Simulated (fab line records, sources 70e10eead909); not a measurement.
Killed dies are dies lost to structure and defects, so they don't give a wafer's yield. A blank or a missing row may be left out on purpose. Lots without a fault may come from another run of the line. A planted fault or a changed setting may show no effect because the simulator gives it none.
A struck lot beside a sound one | flow nand_harc | 14 steps out of a route of 1302
Sound: wafers L559.3, L559.4, L559.6. Struck: wafer L549.5. (L549.2, L549.3 of the same lot were not struck and are left out.) The cause comes at the end.
At each step with rows: each side's tool, then ch and its chambers, then its first start. Under that, the readings that differ: sound wafers | struck wafers | difference of the means | sigmas: that difference in standard deviations of wafers without a fault.
alike: readings whose means differ by less than 2 such deviations, and words and numbers that are the same on both sides. not compared: withheld readings, readings that some wafer has no value for, bounds like >300 that may hide the same value, and numbers for which the record gives no deviation and whose values overlap.
The two part at a step that has a row with sigmas, a row that says differs or no value, or rows on one side only. Numbers that don't overlap but have no deviation are shown without sigmas and don't part them. A reading that every wafer of one side lacks parts them only if that side has two wafers or more.

first, 6 steps without rows for these wafers: NHARC_A_CONTACT_COAT_36 (resist thk 90 nm); NHARC_A_CONTACT_SOFTBAKE_37 (time 55 s); NHARC_A_CONTACT_EBR_38; NHARC_A_CONTACT_EXPOSE_39 (exposes mask A CC 3); NHARC_A_CONTACT_PEB_40 (peb time 65 s); NHARC_A_CONTACT_DEVELOP_41 (develop time 35 s).
NHARC_A_CONTACT_CD_MEAS_42: target cd 300 nm.
  sound on cd_sem-01 ch 0, day 26 13:43; struck on cd_sem-01 ch 0, day 22 11:34
  alike: cd_nm
NHARC_A_CONTACT_OVL_MEAS_43:
  sound on overlay-01, day 26 13:48; struck on overlay-01, day 22 11:40
  alike: overlay_x_nm, overlay_y_nm
NHARC_A_CONTACT_INSPECT_44:
  sound on defect_inspect-01, day 26 13:50; struck on defect_inspect-02, day 22 11:41
  alike: raw_defect_count
NHARC_A_CONTACT_DESCUM_47: chemistry O2, time 3 s.
  sound on rie_diel-05 ch 1,3, day 26 13:56; struck on rie_diel-10 ch 3, day 22 11:46
  reading                     | sound       | struck | difference | sigmas
  drypump_motor_current_A (A) | 4.7 4.9 4.8 | 6.4    | +1.6       | +3
  alike: oes_product_au, rf_vpp_V, showerhead_plenum_p_Torr, throttle_valve_pct
  not compared: rf_hours_counter_h
NHARC_A_CONTACT_ETCH_48: etches the open film in CF4, target depth 39 nm, time 65 s.
  sound on rie_diel-05 ch 1,3, day 26 14:04; struck on rie_diel-10 ch 0, day 22 11:53
  reading                | sound                | struck | difference | sigmas
  throttle_valve_pct (%) | 13.289 13.281 13.278 | 13.302 | +0.019     | +2
  alike: drypump_motor_current_A, oes_product_au, rf_vpp_V, showerhead_plenum_p_Torr
  not compared: rf_hours_counter_h
NHARC_A_CONTACT_ETCH_49: etches the open film in N2/H2, target depth 260 nm, time 475.3 s.
  sound on rie_diel-05 ch 1,3, day 26 14:19; struck on rie_diel-10 ch 3
  reading                     | sound       | struck | difference | sigmas
  drypump_motor_current_A (A) | 4.9 4.8 4.9 | 6.4    | +1.5       | +3
  alike: oes_product_au, rf_vpp_V, showerhead_plenum_p_Torr, throttle_valve_pct
  not compared: rf_hours_counter_h
NHARC_A_CONTACT_ETCH_50: etches the open film in CF4/CHF3, target depth 121 nm, time 60.5 s.
  sound on rie_diel-05 ch 1,3, day 26 14:45; struck on rie_diel-10 ch 2, day 22 12:23
  reading               | sound             | struck | difference | sigmas
  oes_product_au (a.u.) | 0.939 0.968 0.953 | 0.851  | -0.102     | -5
  rf_vpp_V (V)          | 370.2 369.2 368.2 | 374.1  | +4.9       | +2
  alike: drypump_motor_current_A, showerhead_plenum_p_Torr, throttle_valve_pct
  not compared: rf_hours_counter_h
NHARC_A_CONTACT_ETCH_51: etches the open film in O2/COS, target depth 7000 nm, time 1820 s.
  sound on rie_diel-05 ch 1,3, day 26 15:22; struck on rie_diel-10 ch 2
  reading                | sound                | struck | difference | sigmas
  throttle_valve_pct (%) | 28.335 28.316 28.330 | 28.348 | +0.021     | +2
  alike: drypump_motor_current_A, oes_product_au, rf_vpp_V, showerhead_plenum_p_Torr
  not compared: rf_hours_counter_h

WHERE THEY PART
First at NHARC_A_CONTACT_DESCUM_47; last, within this record, at NHARC_A_CONTACT_ETCH_51.

WHY: what the simulator had put in
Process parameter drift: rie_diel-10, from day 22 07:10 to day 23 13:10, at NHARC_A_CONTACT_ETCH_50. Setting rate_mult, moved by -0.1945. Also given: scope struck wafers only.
